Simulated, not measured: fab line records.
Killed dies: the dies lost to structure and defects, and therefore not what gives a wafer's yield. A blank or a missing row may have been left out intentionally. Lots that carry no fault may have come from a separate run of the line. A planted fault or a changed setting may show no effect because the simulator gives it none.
Split-lot trial -- flow n5_finfet -- 21 wafers read from 7 lots, route of 1938 steps

== ABOUT THE SPLIT ==
At N5_BEOL_M3_COAT_62 (time 60 s, resist thk 12 nm), the setting spin_rpm was moved away from the recipe's 1500 rpm on 8 of the 21 wafers read, by -7.0% to +7.9%. All remaining wafers had this setting at the recipe value.

== FROM THE SPLIT TO THE READING: what the file shows between them, 4 steps ==
- N5_BEOL_M3_COAT_73: time 60 s, resist thk 5 nm
- N5_BEOL_M3_COAT_05: resist thk 30 nm
- N5_BEOL_M3_DESCUM_16: chemistry O2, time 7 s
- N5_BEOL_M3_ETCH_74: etches underlayer in N2/H2, target depth 6.5 nm, time 5.2 s

== THE READING ==
etch.depth_nm (the simulator's own value, which no gauge read), in nm, at N5_BEOL_M3_ETCH_63 (etches SiARC in CF4, target depth 15.6 nm, time 26 s). No usual value for it is given in the file. Across the 13 wafers here that went through the recipe, the average is 12.01 nm and the standard deviation 0.029 nm.

wafer,"tool, chamber at the split","spin_rpm as run, rpm",against the recipe,"etch.depth_nm, nm",against lot-mates on the recipe
L078.2,"litho_track-04, 0",1500,recipe,12,-
L078.3,"litho_track-04, 0",1396,-6.9%,12.49,+0.51
L078.5,"litho_track-04, 0",1500,recipe,11.96,-
L077.1,"litho_track-05, 0",1395,-7.0%,12.5,+0.49
L077.3,"litho_track-05, 0",1500,recipe,12.01,-
L077.5,"litho_track-05, 0",1395,-7.0%,12.47,+0.46
L085.2,"litho_track-05, 0",1585,+5.7%,11.66,-0.36
L085.4,"litho_track-05, 0",1500,recipe,12.02,-
L085.5,"litho_track-05, 0",1585,+5.7%,11.74,-0.28
L086.1,"litho_track-03, 0",1500,recipe,11.97,-
L086.3,"litho_track-03, 0",1571,+4.7%,11.74,-0.24
L086.4,"litho_track-03, 0",1500,recipe,11.99,-
L091.2,"litho_track-03, 0",1618,+7.9%,11.57,-0.38
L091.4,"litho_track-03, 0",1618,+7.9%,11.55,-0.40
L091.5,"litho_track-03, 0",1500,recipe,11.95,-
L089.2,"litho_track-03, 0",1500,recipe,12.04,-
L089.3,"litho_track-03, 0",1500,recipe,12.04,-
L089.5,"litho_track-03, 0",1500,recipe,12.02,-
L095.1,"litho_track-04, 0",1500,recipe,12.04,-
L095.3,"litho_track-04, 0",1500,recipe,12.03,-
L095.6,"litho_track-04, 0",1500,recipe,12.01,-

FIT RESULTS
A straight line over all 21 wafers: etch.depth_nm changes by -0.0617 nm for each +1% of spin_rpm; r = -0.99; the points scatter about the line by 0.036 nm.
The same after taking each lot's own level away (the mean of its wafers on the recipe; 21 wafers): -0.0598 nm for each +1%; r = -0.99; scatter 0.038 nm.
According to that fit, moving spin_rpm by its largest amount changes the reading by 0.47 nm.
Across the lots, their own levels run from 11.950 to 12.033 nm, a range of 2.8 times the standard deviation given above.
The two slopes agree, so the slope changes little with the lot-to-lot level.
Check: -0.466 nm against its lot-mates is what the line predicts for one of the wafers moved furthest among these (+7.9%) when that wafer is left out of the fit. It came out at -0.38 nm against them.

== ADDITIONAL SPLITS CARRIED BY THESE WAFERS ==
Before the reading, these wafers also passed through other splits. Each is held against what the fit with the lots' levels taken away leaves over:
other split on the same wafers,wafers away from the commonest value,r with etch.depth_nm (lot level and that fit taken away)
N5_MOL_CONTACT_COAG_EXPOSE_81 dose_mj,7,+0.23
N5_MOL_CONTACT_COAG_CVD_140 target_thk_a,10,-0.16
N5_BEOL_M0_SAQP_HM_DEP_02 target_thk_a,7,+0.28
N5_BEOL_M0_SAQP_ETCH_88 source_w,5,-0.32
N5_BEOL_M0_ETCH_138 source_w,9,+0.31
N5_BEOL_M0_ETCH_128 source_w,6,-0.18
N5_BEOL_M2_ETCH_69 bias_w,7,+0.32

== THE WHOLE CHAIN: every reading that the file lists as answering this split, in the file's order ==
step,what it does,reading,change (the file's fit),r (the file's)
N5_BEOL_M3_COAT_62,"time 60 s, resist thk 12 nm","SiARC_of_BEOL_M3_COAT_62.thk_nm (the simulator's own value, which no gauge read)",-0.0532 nm for each +1% of the setting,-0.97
N5_BEOL_M3_ETCH_63,"etches SiARC in CF4, target depth 15.6 nm, time 26 s","etch.depth_nm (the simulator's own value, which no gauge read)",-0.0599 nm for each +1% of the setting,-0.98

== THE FILE'S OWN FIT ==
etch.depth_nm changes by -0.0599 nm for each +1% of spin_rpm, r = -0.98.
